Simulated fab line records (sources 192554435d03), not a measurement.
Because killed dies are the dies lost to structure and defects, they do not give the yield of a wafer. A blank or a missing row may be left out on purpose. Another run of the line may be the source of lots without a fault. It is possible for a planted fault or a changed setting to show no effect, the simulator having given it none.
fab line records -- flow n5Finfet
record lots=10, wafers=29, lastDay=18
route steps=1938 shown MOL_CONTACT_COAG@543 BEOL_M4@1111 PASSIVATION@1936
lots that met no fault: taken from a fault-free run of the same line
startH: the number of hours between the record's first day and the start of the first shown wafer of the lot -- waitH: how many hours have passed since the lot's step before this one -- " repeats the value in the row above -- L1.1+2: one row covering several wafers at once -- - no value, or no start given -- * or withheld: withheld -- < > ~ a bound
route shown NAME@n: names a module that has steps shown in the file, with the first one's number in the route -- usual: mean/standard deviation of fault-free wafers -- same: alike in all rows -- chamber/n: place in a boat -- sites: each site's reading -- _std_site: standard deviation of those values -- _edge_site: the outer-site mean with the inner-site mean subtracted -- radiusMm: for every site, how far away it sits from the centre of the wafer -- mask NAME#n: copy n -- behind: tool/chamber where the wafer was last shaped -- hold: the reason the lot was held/the length of the hold in hours/how it ended -- device: names the non-switching transistor (n, p or np) -- end of line: the tests these same wafers got at the end of their route -- for a step that has no rows: nothing shown but its recipe -- killed: not the wafer's yield, but the dies lost to structure and defects at the first sort -- map: shows each die of a wafer: x if killed, . if not, _ if none is there
set.NAME: the setting as run; set.NAME@STEP: as run at that earlier step -- model.NAME: the simulator's own value behind a step, which no gauge read
the route's steps for a sample of lots (tables are steps, rows are wafers)
services: from which hour (startH, from the record's first day; less than 0 if before it) a tool's chamber was out of use, for how many hours, and why
## steps
# step N5_MOL_CONTACT_COAG_TI_SIL_19
# recipe material=Ti, targetThkA=42, tempC=200, chamberPressurePa=5, powerW=5000, timeS=15
# usual throttleValvePct=29.8/1
lot.wafer,tool,chamber,startH,waitH,throttleValvePct
L444.1,pvdSputter-02,-,97.67,0.3,27.7
L444.4,pvdSputter-02,-,97.67,0.3,30.4
L444.5,pvdSputter-02,-,97.67,0.3,30.8
L445.1,pvdSputter-02,-,100.83,0.4,29.8
L445.2,pvdSputter-02,-,100.83,0.4,27.7
L445.4,pvdSputter-02,-,100.83,0.4,30.0
L446.2,pvdSputter-03,-,107.93,0.4,29.0
L446.5,pvdSputter-03,-,107.93,0.4,31.2
L446.6,pvdSputter-03,-,107.93,0.4,28.9
L448.2,pvdSputter-03,-,116.97,0.5,29.7
L448.4,pvdSputter-03,-,116.97,0.5,31.3
L448.5,pvdSputter-03,-,116.97,0.5,29.6
L451.3,pvdSputter-03,-,138.82,0.2,30.8
L451.4,pvdSputter-03,-,138.82,0.2,29.7
L458.1,pvdSputter-01,-,178.66,0.2,29.1
L458.2,pvdSputter-01,-,178.66,0.2,29.7
L458.5,pvdSputter-01,-,178.66,0.2,30.0
L463.2,pvdSputter-03,-,214.40,0.2,31.1
L463.3,pvdSputter-03,-,214.40,0.2,29.5
L463.5,pvdSputter-03,-,214.40,0.2,28.9
L464.3,pvdSputter-02,-,217.54,0.9,29.8
L464.4,pvdSputter-02,-,217.54,0.9,29.8
L464.5,pvdSputter-02,-,217.54,0.9,30.8
L465.3,pvdSputter-01,-,235.03,0.2,28.7
L465.4,pvdSputter-01,-,235.03,0.2,30.4
L465.5,pvdSputter-01,-,235.03,0.2,28.9
L466.1,pvdSputter-01,-,235.13,0.3,30.2
L466.2,pvdSputter-01,-,235.13,0.3,30.2
L466.3,pvdSputter-01,-,235.13,0.3,28.7
# step N5_MOL_CONTACT_COAG_SIL_ANNEAL_21
# recipe tempC=550, timeS=60, ambient=N2
# usual lampPowerPct=6.1/0.45, lamp_zone_3_pct=6.1/0.45, wafer_temp_C_max=552.5/0.89
lot.wafer,tool,chamber,startH,waitH,lampPowerPct,lamp_zone_3_pct,wafer_temp_C_max
L444.1,rtpAnneal-02,0,98.17,0.2,6.7,6.7,551.9
L444.4,rtpAnneal-02,0,98.17,0.2,6.7,6.7,551.7
L444.5,rtpAnneal-02,0,98.17,0.2,6.7,6.7,551.7
L445.1,rtpAnneal-02,0,101.33,0.2,6.7,6.7,551.8
L445.2,rtpAnneal-02,0,101.33,0.2,6.7,6.7,552.4
L445.4,rtpAnneal-02,0,101.33,0.2,6.7,6.7,552.3
L446.2,rtpAnneal-02,0,108.45,0.2,6.7,6.7,551.5
L446.5,rtpAnneal-02,0,108.45,0.2,6.7,6.7,551.4
L446.6,rtpAnneal-02,0,108.45,0.2,6.7,6.7,551.7
L448.2,rtpAnneal-01,0,117.50,0.2,5.8,5.8,553.0
L448.4,rtpAnneal-01,0,117.50,0.2,5.8,5.8,552.8
L448.5,rtpAnneal-01,0,117.50,0.2,5.8,5.8,553.3
L451.3,rtpAnneal-01,0,139.38,0.3,5.8,5.8,552.8
L451.4,rtpAnneal-01,0,139.38,0.3,5.8,5.8,553.7
L458.1,rtpAnneal-01,0,179.15,0.2,5.8,5.8,553.7
L458.2,rtpAnneal-01,0,179.15,0.2,5.8,5.8,552.6
L458.5,rtpAnneal-01,0,179.15,0.2,5.8,5.8,553.4
L463.2,rtpAnneal-02,0,214.92,0.2,6.7,6.7,551.2
L463.3,rtpAnneal-02,0,214.92,0.2,6.7,6.7,551.3
L463.5,rtpAnneal-02,0,214.92,0.2,6.7,6.7,551.7
L464.3,rtpAnneal-01,0,218.10,0.3,5.8,5.8,554.6
L464.4,rtpAnneal-01,0,218.10,0.3,5.8,5.8,552.8
L464.5,rtpAnneal-01,0,218.10,0.3,5.8,5.8,552.4
L465.3,rtpAnneal-01,0,235.59,0.3,5.8,5.8,553.1
L465.4,rtpAnneal-01,0,235.59,0.3,5.8,5.7,552.6
L465.5,rtpAnneal-01,0,235.59,0.3,5.8,5.8,552.8
L466.1,rtpAnneal-02,0,235.63,0.2,6.7,6.7,551.4
L466.2,rtpAnneal-02,0,235.63,0.2,6.7,6.7,552.0
L466.3,rtpAnneal-02,0,235.63,0.2,6.7,6.7,551.8
# step N5_MOL_CONTACT_COAG_CMP_28
# recipe stopOn=SiNx, tOverpolishS=0.85, postCmpClean=alkalineBrush, downForcePsi=4.15, platenRpm=51.8, padVelocityMS=1.0307, targetThkNm=14.522
# usual motorCurrentA=12.8/1.3, timeToEndpointS=4.8/1.7
lot.wafer,tool,chamber,startH,waitH,motorCurrentA,timeToEndpointS
L444.1,cmp-02,0,104.02,0.8,12.0,6.0
L444.4,cmp-02,1,104.02,0.8,14.8,5.2
L444.5,cmp-02,0,104.02,0.8,12.9,6.6
L445.2,cmp-03,0,107.70,0.8,12.0,5.4
L445.4,cmp-03,1,107.70,0.8,11.1,4.9
L445.1,cmp-03,2,107.70,0.8,13.5,4.2
L446.2,cmp-01,0,117.65,0.8,12.4,3.7
L446.5,cmp-01,3,117.65,0.8,13.0,2.1
L446.6,cmp-01,0,117.65,0.8,12.2,3.7
L448.4,cmp-03,1,124.08,0.8,11.5,4.2
L448.2,cmp-03,0,124.08,0.8,12.0,2.5
L448.5,cmp-03,1,124.08,0.8,10.7,3.4
L451.4,cmp-03,2,145.78,0.0,12.9,10.5
L451.3,cmp-03,1,145.78,0.0,11.1,6.0
L458.2,cmp-01,2,188.24,0.8,14.5,5.0
L458.1,cmp-01,1,188.24,0.8,13.8,5.3
L458.5,cmp-01,3,188.24,0.8,13.2,7.3
L463.2,cmp-02,1,221.04,0.8,14.2,4.9
L463.3,cmp-02,3,221.04,0.8,11.2,4.9
L463.5,cmp-02,0,221.04,0.8,12.4,2.4
L464.3,cmp-01,1,226.07,0.9,13.6,4.5
L464.4,cmp-01,2,226.07,0.9,14.6,5.2
L464.5,cmp-01,0,226.07,0.9,13.5,4.6
L465.4,cmp-01,1,244.89,0.8,13.2,3.2
L465.3,cmp-01,3,244.89,0.8,13.5,3.6
L465.5,cmp-01,2,244.89,0.8,15.0,1.2
L466.3,cmp-02,0,245.01,0.8,11.7,3.0
L466.2,cmp-02,1,245.01,0.8,15.1,2.2
L466.1,cmp-02,3,245.01,0.8,10.7,1.9
# step N5_MOL_CONTACT_COAG_ALD_123
# recipe material=SiNx, targetThkA=50, tempC=400, aldPrecursorFamily=SiH2I2, aldCoReactant=N2/H2-plasma, pulseTimeS=1, purgeTimeS=2, coReactantPurgeTimeS=2, aldCycles=100, pressureTorr=2
# usual heaterPowerW=910/79, precursorPulseHeightRel=1.004/0.021
lot.wafer,tool,chamber,startH,waitH,heaterPowerW,precursorPulseHeightRel
L444.1,aldSin-01,2,104.36,0.0,804,0.989
L444.4,aldSin-01,1,104.36,0.0,824,1.004
L444.5,aldSin-01,3,104.36,0.0,750,0.990
L445.1,aldSin-02,3,108.03,0.0,920,1.003
L445.2,aldSin-02,0,108.03,0.0,931,1.011
L445.4,aldSin-02,1,108.03,0.0,923,1.038
L446.2,aldSin-02,2,117.95,0.0,969,0.998
L446.5,aldSin-02,2,117.95,0.0,967,1.012
L446.6,aldSin-02,1,117.95,0.0,948,0.996
L448.2,aldSin-02,2,124.42,0.0,988,0.990
L448.4,aldSin-02,3,124.42,0.0,897,1.012
L448.5,aldSin-02,1,124.42,0.0,926,1.000
L451.3,aldSin-04,0,146.11,0.0,1007,0.996
L451.4,aldSin-04,1,146.11,0.0,864,1.030
L458.1,aldSin-02,2,188.88,0.3,966,0.991
L458.2,aldSin-02,1,188.88,0.3,957,1.001
L458.5,aldSin-02,0,188.88,0.3,948,0.984
L463.2,aldSin-04,1,221.34,0.0,838,0.993
L463.3,aldSin-04,3,221.34,0.0,838,1.042
L463.5,aldSin-04,1,221.34,0.0,862,0.990
L464.3,aldSin-02,1,226.33,0.0,970,1.011
L464.4,aldSin-02,0,226.33,0.0,960,1.034
L464.5,aldSin-02,3,226.33,0.0,916,1.019
L465.3,aldSin-04,3,245.22,0.0,833,0.998
L465.4,aldSin-04,0,245.22,0.0,983,0.995
L465.5,aldSin-04,1,245.22,0.0,867,0.974
L466.1,aldSin-02,3,245.38,0.1,893,1.024
L466.2,aldSin-02,1,245.38,0.1,970,1.006
L466.3,aldSin-02,0,245.38,0.1,967,0.962
# step N5_BEOL_M4_RC_MEAS_101
# usual DIBL_N=36.4/1.3, DIBL_P=36.5/1.7, IOFF_N=0.154/0.022, IOFF_P=0.202/0.025, ION_N=671/9.8, ION_P=460/6.8, SS_N=71.6/0.54, SS_P=73.4/0.58, VT_N=250.9/2.8, VT_P=-251.4/2.7
lot.wafer,tool,chamber,startH,waitH,DIBL_N[mV/V],DIBL_P[mV/V],IOFF_N[nA/um],IOFF_P[nA/um],ION_N[uA/um],ION_P[uA/um],SS_N[mV/dec],SS_P[mV/dec],VT_N[mV],VT_P[mV]
L444.1,prober-02,0,172.44,0.0,37.2,35.9,0.159,0.181,682,449,73.0,73.1,252.0,-252.2
L444.4,prober-02,0,172.44,0.0,34.8,33.7,0.124,0.161,668,458,71.3,73.1,255.4,-252.7
L444.5,prober-02,0,172.44,0.0,37.4,36.4,0.168,0.194,674,452,72.1,72.9,250.2,-252.2
L445.1,prober-02,0,175.60,0.0,37.7,38.0,0.170,0.216,667,457,71.6,74.3,249.1,-252.6
L445.2,prober-02,0,175.60,0.0,34.9,34.4,0.125,0.167,657,453,70.8,73.3,255.3,-256.2
L445.4,prober-02,0,175.60,0.0,37.6,37.3,0.170,0.201,672,456,71.3,74.2,251.2,-253.2
L446.2,prober-02,0,182.20,0.2,39.3,38.5,0.174,0.185,669,447,72.4,74.5,252.2,-256.8
L446.5,prober-02,0,182.20,0.2,36.8,36.2,0.132,0.155,662,446,71.7,72.9,253.1,-256.9
L446.6,prober-02,0,182.20,0.2,35.7,34.4,0.116,0.142,657,444,71.4,73.5,258.6,-256.9
L448.2,prober-02,0,194.46,0.2,36.6,37.2,0.147,0.204,679,463,72.0,73.4,249.0,-249.7
L448.4,prober-02,0,194.46,0.2,36.0,36.3,0.145,0.201,694,469,71.6,72.9,250.9,-250.8
L448.5,prober-02,0,194.46,0.2,35.3,35.5,0.134,0.183,665,460,71.7,73.3,251.9,-252.3
L451.3,prober-02,0,222.97,0.3,38.1,39.3,0.194,0.264,684,474,72.1,73.9,247.2,-247.0
L451.4,prober-02,0,222.97,0.3,35.6,35.2,0.135,0.194,664,461,71.9,73.4,253.0,-250.1
L458.1,prober-01,0,261.24,0.0,37.2,35.4,0.176,0.210,665,452,72.6,73.9,250.9,-251.1
L458.2,prober-01,0,261.24,0.0,35.0,34.6,0.140,0.197,667,457,72.0,73.3,252.5,-249.8
L458.5,prober-01,0,261.24,0.0,36.2,35.3,0.156,0.205,663,456,71.8,73.6,250.5,-248.8
L464.3,prober-02,0,287.61,0.3,38.7,40.7,0.203,0.250,671,462,73.0,74.1,248.8,-248.9
L464.4,prober-02,0,287.61,0.3,37.7,40.3,0.184,0.238,675,457,72.1,74.4,249.9,-249.7
L464.5,prober-02,0,287.61,0.3,38.3,41.4,0.213,0.267,679,461,72.4,73.9,248.1,-247.8
L463.2,prober-01,0,295.86,0.2,37.1,35.6,0.163,0.198,661,449,71.9,73.7,250.8,-252.9
L463.3,prober-01,0,295.86,0.2,37.6,37.3,0.188,0.241,676,463,71.9,74.4,244.2,-245.9
L463.5,prober-01,0,295.86,0.2,37.2,37.7,0.193,0.248,687,469,71.4,73.6,246.1,-245.7
L466.1,prober-01,0,305.59,0.0,36.1,37.4,0.157,0.192,677,453,71.5,73.3,247.4,-252.0
L466.2,prober-01,0,305.59,0.0,37.4,38.9,0.189,0.220,685,465,71.6,74.2,245.6,-250.3
L466.3,prober-01,0,305.59,0.0,37.3,38.9,0.187,0.211,669,455,71.8,73.7,248.7,-251.6
L465.3,prober-01,0,310.98,0.3,34.7,34.7,0.130,0.191,662,459,71.6,72.5,253.3,-251.2
L465.4,prober-01,0,310.98,0.3,35.0,35.3,0.134,0.199,679,466,70.6,72.7,251.0,-248.1
L465.5,prober-01,0,310.98,0.3,35.2,36.0,0.145,0.215,672,464,71.2,72.4,250.8,-249.1
# step N5_PASSIVATION_PROBE_49
# usual defectLimitedYield=91.1/1.3, killed_at_M0_to_M3=34/10, killed_at_M4_up=14/5.7, killedAtContacts=12/5.9, killedAtFrontEnd=41/12, killedAtOther=4/3.1, killedDies=105/15, killedOnRim=14/4.2, killedOpen=69/11, killedShort=35/7.8, sort_bin_5_function=5.3/0.81, sort_bin_6_memory=3.3/0.75, sortNPass=1075/15, sortYieldPct=91.1/1.3
# same grossDies=1180, killedAtBackSide=0, sort_bin_4_leakage[%]=0, sort_bin_8_speed[%]=0
lot.wafer,tool,chamber,startH,waitH,defectLimitedYield[%],killed_at_M0_to_M3,killed_at_M4_up,killedAtContacts,killedAtFrontEnd,killedAtOther,killedDies,killedOnRim,killedOpen,killedShort,sort_bin_5_function[%],sort_bin_6_memory[%],sortNPass,sortYieldPct[%]
L451.3,prober-02,-,329.75,0.1,90.4,39,12,12,48,2,113,22,68,45,5.7,3.6,1067,90.4
L451.4,prober-02,-,329.80,0.2,90.3,29,13,8,59,5,114,12,73,35,5.6,3.5,1066,90.3
L466.1,prober-01,-,403.40,0.0,91.2,41,11,16,29,7,104,12,68,35,5.3,3.3,1076,91.2
L466.2,prober-01,-,403.45,0.1,91.6,25,22,5,40,7,99,12,65,33,5.6,2.5,1081,91.6
L466.3,prober-01,-,403.50,0.1,92.1,38,13,14,21,7,93,16,55,32,4.7,3.0,1087,92.1
# killed by level:class
L451.3 FIN_SAQP:geometricParticle:short=15 FIN_SAQP:geometricParticle:open=13 BEOL_M3:geometricParticle:open=10 BEOL_M2:geometricParticle:open=9 STI_FIN_REVEAL:geometricParticle:open=7 MOL_CONTACT_COAG:geometricParticle:open=6 MOL_CONTACT_COAG:geometricParticle:short=6 BEOL_M0_SAQP:geometricParticle:short=6
L451.4 FIN_SAQP:geometricParticle:open=22 FIN_SAQP:geometricParticle:short=14 BEOL_M2:geometricParticle:open=11 BEOL_M3:geometricParticle:open=7 MOL_CONTACT_COAG:geometricParticle:open=6 BEOL_M4:geometricParticle:open=5 HKMG_FIN:areaEtch=5 BEOL_M1:geometricParticle:open=4
L466.1 MOL_CONTACT_COAG:geometricParticle:open=16 BEOL_M0_SAQP:geometricParticle:short=15 BEOL_M0_SAQP:geometricParticle:open=10 STI_FIN_REVEAL:geometricParticle:open=8 BEOL_M2:geometricParticle:open=7 FIN_SAQP:geometricParticle:open=6 BEOL_M1:geometricParticle:open=6 FIN_SAQP:geometricParticle:short=4
L466.2 BEOL_M4:geometricParticle:open=13 FIN_SAQP:geometricParticle:open=10 STI_FIN_REVEAL:geometricParticle:open=9 FIN_SAQP:geometricParticle:short=7 BEOL_M0_SAQP:geometricParticle:open=7 MOL_CONTACT_COAG:geometricParticle:open=5 BEOL_M1:geometricParticle:open=5 BEOL_M3:geometricParticle:open=4
L466.3 MOL_CONTACT_COAG:geometricParticle:open=9 BEOL_M0_SAQP:geometricParticle:short=9 BEOL_M0_SAQP:geometricParticle:open=9 STI_FIN_REVEAL:geometricParticle:open=7 BEOL_M3:geometricParticle:open=7 FIN_SAQP:geometricParticle:short=5 MOL_CONTACT_COAG:geometricParticle:short=5 BEOL_M1:geometricParticle:open=5
## services
tool,chamber,startH,hours,kind
pvdSputter-03,-,75.04,0.7,repair
aldSin-01,-,85.25,14.0,pm
aldSin-01,0,85.25,14.0,ventCycle
cmp-01,-,103.32,4.2,pm
pvdSputter-03,-,119.61,1.0,repair
aldSin-01,0,123.97,5.6,repair
cmp-03,-,124.34,7.2,pm
cmp-02,-,134.51,5.8,pm
cmp-01,-,138.85,1.5,repair
aldSin-01,0,139.14,13.4,repair
cmp-02,-,141.38,4.0,pm
cmp-02,-,145.38,-,consumableReplace:conditioner
cmp-02,-,145.38,-,consumableReplace:pad
cmp-01,-,159.35,8.3,repair
cmp-01,-,189.30,1.0,repair
cmp-02,-,201.67,0.3,repair
cmp-03,-,211.96,4.0,pm
cmp-03,-,215.96,-,consumableReplace:conditioner
cmp-03,-,215.96,-,consumableReplace:pad
pvdSputter-02,-,222.72,1.7,repair
aldSin-02,-,229.82,0.6,repair
aldSin-04,2,236.79,53.0,repair
cmp-03,-,239.57,5.5,pm
cmp-01,-,245.32,0.2,repair
## key
firstSign step=N5_MOL_CONTACT_COAG_CMP_28, reading=timeToEndpointS, direction=up, sigmas=3.5, usual=*, struck=*
effect none on later readings
metAt N5_MOL_CONTACT_COAG_CMP_28
struckLots L451
struckWafers L451.4
notActingAt N5_MOL_CONTACT_COAG_TI_SIL_19,N5_MOL_CONTACT_COAG_SIL_ANNEAL_21,N5_MOL_CONTACT_COAG_ALD_123
onsetBetween 124.08 145.78
fault kind=processParameterDrift, tool=cmp-03, chamber=-, onsetH=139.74, steps=N5_MOL_CONTACT_COAG_CMP_28, channel=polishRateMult, offset=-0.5, shape=step, endH=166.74, scope=struckWafersOnly
